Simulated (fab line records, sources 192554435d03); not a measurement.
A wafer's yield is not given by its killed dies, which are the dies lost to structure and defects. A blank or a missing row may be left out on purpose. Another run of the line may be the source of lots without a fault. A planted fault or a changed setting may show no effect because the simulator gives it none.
Chamber matching -- flow n5Finfet -- 4 sister chambers for N5_SD_EPI_P_SD_RECESS_17 on rieSi-05
The step chemistry HBr/Cl2/O2, target depth 39.1 nm, bt time 3 s. 18 wafers are shown with their chamber, then 9 later ones without.

EACH WAFER AND ITS CHAMBER
wafer,chamber,drypumpMotorCurrentA (A),throttleValvePct (%),oesProductAu (a.u.)
L074.2,1,5.8,36.69,0.993
L074.3,0,5.0,37.03,1.011
L074.6,2,5.2,37.07,0.989
L076.2,3,4.8,37.22,0.979
L076.5,3,4.8,37.22,0.978
L076.6,1,5.8,36.67,0.998
L081.3,3,4.8,37.25,0.978
L081.4,0,5.0,36.65,1.000
L081.6,2,5.2,37.09,0.988
L082.1,2,5.1,37.08,0.991
L082.2,1,5.8,36.67,1.003
L082.4,3,4.8,37.24,0.975
L085.3,0,5.0,36.65,0.990
L085.5,1,5.8,36.68,0.996
L085.6,0,5.0,36.63,1.003
L089.2,3,4.8,37.24,0.970
L089.4,2,5.1,37.09,0.990
L089.5,2,5.2,37.10,0.987

SIGNATURES (averages over the wafers above)
reading,chamber 0,chamber 1,chamber 2,chamber 3,scatter within a chamber
drypumpMotorCurrentA,5.000,5.800,5.160,4.800,0.0293
throttleValvePct,36.7400,36.6775,37.0860,37.2340,0.0902
oesProductAu,1.00100,0.99750,0.98900,0.97600,0.00495
Rule: distance of a wafer from a chamber = root of the sum over the readings of ((wafer's reading minus chamber's mean) / reading's scatter) squared. The wafer belongs to the nearest chamber; if the next one is less than 2 further off, it can't be placed. The scatter: take each reading less its chamber's mean, square it, sum over the shown wafers, divide by the number of wafers less the number of chambers, and take the root.

WAFERS WHOSE CHAMBER IS MISSING
wafer,drypumpMotorCurrentA (A),throttleValvePct (%),oesProductAu (a.u.)
L090.1,4.9,37.25,0.972
L090.3,5.2,37.09,0.987
L090.5,5.8,36.67,0.995
L091.3,5.2,37.08,0.988
L091.5,4.9,37.26,0.980
L091.6,5.0,36.64,0.998
L097.1,4.8,37.23,0.974
L097.3,5.0,36.66,0.993
L097.6,5.8,36.68,0.989

EACH ONE'S CHAMBER
wafer,from the rows above,in truth
L090.1,3,3
L090.3,2,2
L090.5,1,1
L091.3,2,2
L091.5,3,3
L091.6,0,0
L097.1,3,3
L097.3,0,0
L097.6,1,1
Correct placement for 9 of the 9. Left unplaced by these rows: 0. Number placed wrongly: 0.
